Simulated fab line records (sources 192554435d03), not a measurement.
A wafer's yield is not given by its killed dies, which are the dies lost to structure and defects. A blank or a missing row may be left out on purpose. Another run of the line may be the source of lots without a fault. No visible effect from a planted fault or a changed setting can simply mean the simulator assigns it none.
fab line records	flow n5_finfet
record lots=10	wafers=27	last_day=16
route steps=1938 shown BEOL_M0_SAQP@637 BEOL_M4@1111 PASSIVATION@1936
lots that met no fault: taken from a fault-free run of the same line
start_h: start of the lot's first displayed wafer, in hours after the record's first day	wait_h: hours elapsed since this lot's preceding step	" as in the row above	L1.1+2: several wafers, shown together as one row	- no value, or no start was given	* or withheld: withheld	< > ~ a bound
route shown NAME@n: NAME is a module with steps in the file, n the number in the route of the first one	usual: mean/standard deviation of fault-free wafers	same: alike in all rows	chamber/n: place in a boat	sites: the reading at each site	_std_site: the values' standard deviation	_edge_site: the outer-site mean with the inner-site mean subtracted	radius_mm: how far each site lies from the wafer's centre	mask NAME#n: copy n	behind: tool/chamber where the wafer was last shaped	hold: cause of the lot's hold/its duration in hours/its outcome	device: transistor that didn't switch, given as n, p or np	end of line: the tests these same wafers got at the end of their route	where a step has no rows: the recipe by itself	killed: not the wafer's yield, but the dies lost to structure and defects at the first sort	map: shows each die of a wafer: x if killed, . if not, _ if none is there
set.NAME: the run value of the setting; set.NAME@STEP: its run value at that earlier step	model.NAME: the simulator's own value behind a step, which no gauge read
the route's steps for a sample of lots (tables are steps, rows are wafers)
services: when a tool's chamber went out of use (start_h, in hours from the record's first day, below 0 if earlier), for how many hours, and the reason
## steps
# step N5_BEOL_M0_SAQP_PECVD_97
# recipe material=SiNx	target_thk_a=230	temp_c=350	precursor=SiH4/NH3/N2	pressure_torr=1.5	rf_w=300	time_s=19.9
# usual heater_power_w=583/69	showerhead_plenum_p_Torr=5.19/0.037	throttle_valve_pct=39.3/1.1
lot.wafer	tool	chamber	start_h	wait_h	heater_power_w	showerhead_plenum_p_Torr	since_wet_clean_h	throttle_valve_pct
L715.4	pecvd-02	2	107.43	0.0	536	5.17	-	38.0
L715.6	"	1	"	"	651	5.22	-	39.0
L717.2	pecvd-02	1	122.00	0.0	620	5.23	1732	39.1
L717.3	"	0	"	"	596	5.14	1007	39.8
L720.3	pecvd-04	1	134.25	0.0	508	5.21	1926	42.4
L720.4	"	1	"	"	508	5.18	-	42.1
L720.6	"	2	"	"	583	5.20	-	38.5
L722.2	pecvd-02	2	149.12	0.0	580	5.18	280	38.6
L722.3	"	1	"	"	618	5.22	1759	39.0
L722.5	"	2	"	"	566	5.19	-	38.6
L723.3	pecvd-01	2	155.08	0.0	607	5.17	104	38.6
L723.4	"	1	"	"	595	5.25	-	37.6
L723.6	"	0	"	"	520	5.23	-	38.1
L725.2	pecvd-02	2	172.00	0.0	517	5.18	303	38.9
L725.4	"	2	"	"	514	5.17	-	38.7
L725.6	"	0	"	"	600	5.15	-	40.1
L726.1	pecvd-01	2	174.11	0.0	608	5.16	123	38.9
L726.2	"	1	"	"	660	5.26	1603	37.8
L726.6	"	1	"	"	670	5.24	-	37.8
L727.2	pecvd-04	0	180.29	0.0	690	5.16	1247	39.4
L727.6	"	0	"	"	680	5.16	-	39.2
L729.1	pecvd-04	1	191.55	0.0	442	5.19	1983	42.1
L729.2	"	0	"	"	640	5.16	1258	39.2
L729.3	"	2	"	"	519	5.21	504	38.8
L731.1	pecvd-02	0	202.90	0.0	531	5.13	1088	39.8
L731.3	"	1	"	"	648	5.24	1813	39.1
L731.5	"	1	"	"	669	5.24	-	39.2
# step N5_BEOL_M0_SAQP_DESCUM_19
# recipe chemistry=O2	time_s=7.9	source_power_w=50	bias_power_w=20	pressure_mtorr=20	rf_frequency_hz=2.712e+07	temp_c=40	resist=CAR-ArF	o2_flow_sccm=225
# usual chamber_pressure_mTorr=19.999/0.019	drypump_motor_current_A=6.0/0.41	oes_product_au=0.79/0.096	rf_vpp_V=243.2/1.1	showerhead_plenum_p_Torr=2.08/0.058	throttle_valve_pct=20.41/0.24
lot.wafer	tool	chamber	start_h	wait_h	chamber_pressure_mTorr	drypump_motor_current_A	oes_product_au	rf_hours_counter_h	rf_vpp_V	showerhead_plenum_p_Torr	throttle_valve_pct
L715.4	rie_diel-02	0	108.46	0.5	19.987	6.7	0.93	28	244.2	2.15	20.08
L715.6	"	0	"	"	20.002	6.7	0.93	-	244.3	2.15	20.09
L717.2	rie_diel-03	1	122.81	0.1	20.011	5.8	0.68	244	241.7	2.05	20.51
L717.3	"	0	"	"	20.000	5.2	0.81	91	244.3	2.13	20.41
L720.3	rie_diel-02	1	134.97	0.0	19.999	5.7	0.75	144	241.3	2.02	20.91
L720.4	"	0	"	"	19.964	6.7	0.90	37	243.2	2.15	20.10
L720.6	"	2	"	"	19.975	5.7	0.67	-	242.4	1.96	20.65
L722.2	rie_diel-01	2	149.84	0.2	20.005	6.0	0.72	153	245.5	2.16	20.53
L722.3	"	1	"	"	19.981	6.1	0.93	20	241.5	2.06	20.54
L722.5	"	3	"	"	19.995	5.9	0.72	-	245.0	2.06	20.33
L723.3	rie_diel-03	0	155.79	0.0	20.004	5.2	0.80	101	243.7	2.13	20.41
L723.4	"	3	"	"	20.013	6.4	0.71	-	243.5	2.16	20.47
L723.6	"	0	"	"	19.964	5.2	0.80	-	244.3	2.13	20.42
L725.2	rie_diel-03	0	172.90	0.2	20.014	5.2	0.79	108	243.9	2.12	20.44
L725.4	"	2	"	"	19.991	6.5	0.71	215	242.9	2.09	20.55
L725.6	"	2	"	"	19.994	6.6	0.71	-	243.2	2.09	20.53
L726.1	rie_diel-02	3	174.69	0.0	20.010	5.8	0.75	178	240.4	1.98	20.09
L726.2	"	2	"	"	19.955	5.7	0.66	241	241.9	1.95	20.69
L726.6	"	1	"	"	19.979	5.7	0.75	-	241.6	2.02	20.94
L727.2	rie_diel-02	0	181.15	0.3	20.005	6.6	0.88	52	243.6	2.14	20.12
L727.6	"	0	"	"	20.009	6.6	0.89	-	244.6	2.14	20.13
L729.1	rie_diel-01	3	192.13	0.0	19.993	5.9	0.72	206	242.0	2.06	20.34
L729.2	"	2	"	"	20.002	6.0	0.72	166	244.2	2.16	20.55
L729.3	"	1	"	"	20.010	6.1	0.91	33	242.2	2.06	20.57
L731.1	rie_diel-03	0	204.56	1.0	19.968	5.2	0.79	118	242.9	2.12	20.44
L731.3	"	3	"	"	20.004	6.4	0.70	213	243.3	2.16	20.50
L731.5	"	1	"	"	19.986	5.8	0.95	-	242.2	2.04	20.15
# step N5_BEOL_M0_SAQP_MANDREL_ETCH_20
# recipe target_depth_a=600	chemistry=HBr/Cl2	target=a-Si	stop_on=SiNx	bt_time_s=10	mask_material=SOC	over_etch_frac=0.5	time_s=30	pressure_mtorr=10	icp_w=800	bias_w=75	HBr_flow_sccm=150	Cl2_flow_sccm=80	ends=end_point
# usual chamber_pressure_mTorr=10.002/0.0088	drypump_motor_current_A=5.6/0.37	oes_product_au=0.773/0.014	throttle_valve_pct=35.52/0.24
lot.wafer	tool	chamber	start_h	wait_h	chamber_pressure_mTorr	drypump_motor_current_A	oes_product_au	rf_hours_counter_h	throttle_valve_pct
L715.4	rie_si-04	2	108.73	0.0	9.997	5.6	0.796	37	35.33
L715.6	"	1	"	"	9.993	5.6	0.803	-	35.40
L717.2	rie_si-05	3	123.09	0.0	9.986	5.6	0.756	100	35.32
L717.3	"	0	"	"	9.997	5.6	0.783	4	35.31
L720.3	rie_si-05	0	135.24	0.0	10.013	5.6	0.778	4	35.35
L720.4	"	2	"	"	10.003	5.3	0.749	86	35.98
L720.6	"	0	"	"	10.000	5.6	0.784	-	35.32
L722.2	rie_si-05	0	150.12	0.0	10.001	5.6	0.789	5	35.31
L722.3	"	1	"	"	9.992	4.9	0.778	77	35.36
L722.5	"	1	"	"	10.002	4.9	0.796	-	35.35
L723.3	rie_si-02	0	156.06	0.0	9.991	5.9	0.771	149	35.58
L723.4	"	3	"	"	9.989	5.8	0.764	153	35.48
L723.6	"	3	"	"	10.013	5.9	0.771	-	35.49
L725.2	rie_si-02	3	173.18	0.0	10.007	5.9	0.763	154	35.48
L725.4	"	0	"	"	10.011	5.9	0.769	149	35.58
L725.6	"	0	"	"	10.006	5.9	0.775	-	35.58
L726.1	rie_si-02	1	174.97	0.0	10.001	6.0	0.754	10	35.88
L726.2	"	3	"	"	9.993	5.9	0.763	154	35.48
L726.6	"	3	"	"	10.002	5.9	0.766	-	35.48
L727.2	rie_si-04	2	181.43	0.0	10.003	5.6	0.785	38	35.34
L727.6	"	1	"	"	10.015	5.7	0.791	-	35.40
L729.1	rie_si-05	0	192.40	0.0	10.010	5.6	0.779	5	35.34
L729.2	"	1	"	"	10.009	4.9	0.782	77	35.39
L729.3	"	3	"	"	10.000	5.7	0.755	102	35.30
L731.1	rie_si-04	3	204.83	0.0	10.009	5.4	0.777	114	35.98
L731.3	"	2	"	"	10.016	5.6	0.790	39	35.33
L731.5	"	2	"	"	10.002	5.6	0.798	-	35.34
# step N5_BEOL_M0_SAQP_SPACER1_ALD_98
# recipe material=SiO2	target_thk_a=128	temp_c=300	ald_precursor_family=BDEAS	ald_co_reactant=O2-plasma	pulse_time_s=1	purge_time_s=2	co_reactant_purge_time_s=2	ald_cycles=138	pressure_torr=2
# usual heater_power_w=477/59	precursor_pulse_height_rel=0.998/0.019	susceptor_temp_C=299.99/0.19
lot.wafer	tool	chamber	start_h	wait_h	heater_power_w	precursor_pulse_height_rel	since_wet_clean_h	susceptor_temp_C
L715.4	ald_sin-04	1	109.45	0.1	453	0.957	207	299.96
L715.6	"	1	"	"	472	1.025	-	299.87
L717.2	ald_sin-04	2	123.96	0.4	516	1.005	222	300.18
L717.3	"	0	"	"	528	1.000	222	299.87
L720.3	ald_sin-02	2	136.00	0.1	413	1.015	127	299.68
L720.4	"	0	"	"	389	1.012	127	299.91
L720.6	"	1	"	"	525	1.005	-	299.72
L722.2	ald_sin-01	2	150.74	0.3	514	0.974	52	299.95
L722.3	"	1	"	"	561	0.990	52	300.02
L722.5	"	3	"	"	411	0.969	-	300.09
L723.3	ald_sin-02	2	156.67	0.1	420	1.032	148	300.19
L723.4	"	1	"	"	527	0.967	148	299.70
L723.6	"	0	"	"	387	1.008	-	300.08
L725.2	ald_sin-01	2	173.80	0.3	528	0.993	75	300.08
L725.4	"	3	"	"	403	0.980	75	300.02
L725.6	"	1	"	"	552	1.027	-	300.20
L726.1	ald_sin-04	2	175.62	0.3	495	0.977	273	299.96
L726.2	"	3	"	"	402	0.984	273	299.83
L726.6	"	0	"	"	549	1.010	-	299.94
L727.2	ald_sin-01	3	182.37	0.3	426	0.965	83	299.68
L727.6	"	0	"	"	456	0.988	-	299.97
L729.1	ald_sin-01	1	193.15	0.3	586	0.999	94	303.87
L729.2	"	3	"	"	423	0.990	94	303.96
L729.3	"	2	"	"	534	1.018	94	304.69
L731.1	ald_sin-01	1	205.65	0.3	595	1.041	107	303.82
L731.3	"	2	"	"	528	1.003	107	304.29
L731.5	"	3	"	"	423	1.013	-	303.96
# step N5_BEOL_M4_RC_MEAS_101
# usual DIBL_N=36.1/2	DIBL_P=36.3/2.5	IOFF_N=0.16/0.037	IOFF_P=0.21/0.039	ION_N=678/15	ION_P=465/8.7	SS_N=71.4/0.7	SS_P=73.3/0.74	VT_N=249/3.6	VT_P=-250.0/2.9
lot.wafer	tool	chamber	start_h	wait_h	DIBL_N[mV/V]	DIBL_P[mV/V]	IOFF_N[nA/um]	IOFF_P[nA/um]	ION_N[uA/um]	ION_P[uA/um]	SS_N[mV/dec]	SS_P[mV/dec]	VT_N[mV]	VT_P[mV]
L715.4	prober-01	0	162.15	0.5	35.5	36.4	0.16	0.26	669	475	72.2	73.6	251	-243.3
L715.6	"	0	"	"	33.2	33.5	0.11	0.20	649	462	71.1	72.7	257	-247.6
L717.2	prober-01	0	191.52	0.2	35.7	35.4	0.14	0.17	675	457	70.6	73.0	254	-255.2
L717.3	"	0	"	"	37.6	37.8	0.18	0.22	674	460	72.1	74.7	249	-249.7
L720.3	prober-02	0	198.11	0.3	36.2	37.4	0.16	0.21	679	463	71.7	73.2	249	-253.5
L720.4	"	0	"	"	34.6	35.8	0.13	0.18	671	466	71.1	72.5	256	-253.8
L720.6	"	0	"	"	37.3	39.0	0.19	0.23	688	467	72.2	74.0	250	-251.7
L722.2	prober-02	0	199.78	0.2	32.3	30.4	0.09	0.14	653	459	70.1	71.2	257	-253.7
L722.3	"	0	"	"	34.5	33.9	0.12	0.18	666	465	71.4	73.0	251	-250.1
L722.5	"	0	"	"	37.8	38.5	0.17	0.25	672	467	71.9	73.8	248	-247.8
L723.3	prober-02	0	233.23	0.3	38.9	40.1	0.20	0.21	675	456	72.3	73.5	250	-253.0
L723.4	"	0	"	"	35.9	37.6	0.15	0.18	673	453	71.5	72.7	252	-254.6
L723.6	"	0	"	"	36.7	38.4	0.16	0.19	670	452	72.0	72.8	252	-253.3
L725.2	prober-02	0	238.91	0.2	34.5	33.9	0.13	0.19	677	467	71.6	73.5	249	-249.3
L725.4	"	0	"	"	36.6	35.8	0.16	0.22	685	462	72.0	73.9	246	-250.9
L725.6	"	0	"	"	36.0	35.6	0.16	0.21	683	465	71.9	73.1	247	-249.6
L726.1	prober-01	0	255.86	0.0	34.2	32.9	0.12	0.19	666	463	70.9	72.2	253	-250.1
L726.2	"	0	"	"	35.7	34.2	0.14	0.20	675	466	71.2	73.9	252	-249.2
L726.6	"	0	"	"	39.3	38.5	0.20	0.28	667	456	73.3	73.9	247	-248.1
L727.2	prober-02	0	256.44	0.2	38.8	41.2	0.25	0.32	705	485	72.3	73.9	243	-243.5
L727.6	"	0	"	"	38.7	39.1	0.23	0.27	697	474	72.0	73.4	244	-249.4
L729.1	prober-01	0	268.83	0.0	38.4	37.4	0.20	0.24	668	460	72.1	74.1	250	-247.2
L729.2	"	0	"	"	33.5	33.7	0.13	0.19	669	463	70.5	73.0	251	-248.7
L729.3	"	0	"	"	37.6	38.1	0.20	0.26	702	478	71.5	74.3	245	-247.0
L731.1	prober-02	0	283.95	0.0	32.4	32.2	0.11	0.13	660	448	70.8	71.7	252	-256.9
L731.3	"	0	"	"	35.0	36.2	0.15	0.18	670	458	71.6	73.5	250	-254.3
L731.5	"	0	"	"	32.9	34.0	0.13	0.16	675	461	70.4	71.8	248	-254.9
# step N5_PASSIVATION_PROBE_49
# usual defect_limited_yield=91.1/1.3	killed_at_M0_to_M3=32/9.7	killed_at_M4_up=16/6	killed_at_contacts=12/5.9	killed_at_front_end=41/11	killed_at_other=4/3.1	killed_dies=104/16	killed_open=68/12	killed_short=34/7.4	sort_bin_5_function=5.1/0.85	sort_bin_6_memory=3.3/0.66	sort_bin_8_speed=0.1/0.53	sort_n_pass=1075/16	sort_yield_pct=91.1/1.4
# same gross_dies=1180	killed_at_back_side=0	sort_bin_4_leakage[%]=0
lot.wafer	tool	chamber	start_h	wait_h	defect_limited_yield[%]	killed_at_M0_to_M3	killed_at_M4_up	killed_at_contacts	killed_at_front_end	killed_at_other	killed_dies	killed_open	killed_short	sort_bin_5_function[%]	sort_bin_6_memory[%]	sort_bin_8_speed[%]	sort_n_pass	sort_yield_pct[%]
L731.5	prober-02	-	394.85	0.2	91.9	26	17	8	34	11	96	63	33	4.8	2.8	0	1084	91.9
# killed by level:class
L731.5 FIN_SAQP:geometric_particle:open=11 STI_FIN_REVEAL:geometric_particle:open=8 BEOL_M0_SAQP:geometric_particle:short=7 BEOL_M3:geometric_particle:open=6 FIN_SAQP:geometric_particle:short=5 MOL_CONTACT_COAG:geometric_particle:open=5 BEOL_M0_SAQP:geometric_particle:open=5 BEOL_M4:geometric_particle:open=5
## services
tool	chamber	start_h	hours	kind
ald_sin-01	-	85.25	14.0	pm
ald_sin-01	0	85.25	14.0	vent_cycle
ald_sin-01	1	85.25	14.0	vent_cycle
rie_si-05	2	90.35	12.3	repair
ald_sin-02	-	93.19	0.3	repair
rie_si-05	0	95.30	2.4	repair
pecvd-04	-	99.25	28.1	pm
pecvd-01	2	104.13	4.0	repair
rie_si-02	0	114.51	2.6	repair
rie_diel-02	2	114.71	9.7	repair
pecvd-01	2	131.50	6.3	repair
pecvd-04	-	155.23	2.8	pm
rie_si-04	2	156.14	6.2	repair
ald_sin-01	-	157.80	2.8	pm
rie_diel-02	3	159.82	13.2	repair
pecvd-04	-	160.06	0.3	repair
pecvd-02	2	161.44	4.7	repair
pecvd-02	-	161.88	9.5	repair
ald_sin-02	-	164.05	2.8	repair
rie_si-05	2	164.19	6.8	repair
rie_si-04	0	178.88	4.3	repair
rie_diel-01	-	185.38	2.8	pm
rie_si-05	-	202.99	2.8	pm
rie_diel-01	1	203.57	9.8	repair
## key
first_sign step=N5_BEOL_M0_SAQP_SPACER1_ALD_98	reading=susceptor_temp_C	direction=up	sigmas=22	usual=*	struck=*
effect none on later readings
met_at N5_BEOL_M0_SAQP_SPACER1_ALD_98
struck_lots L729,L731
not_acting_at N5_BEOL_M0_SAQP_PECVD_97,N5_BEOL_M0_SAQP_DESCUM_19,N5_BEOL_M0_SAQP_MANDREL_ETCH_20
onset_between 182.37 193.15
fault kind=process_parameter_drift	tool=ald_sin-01	chamber=-	onset_h=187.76	steps=N5_BEOL_M0_SAQP_SPACER1_ALD_98	channel=temp_c	offset=*	shape=step	end_h=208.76	acts_in=*	stated=*
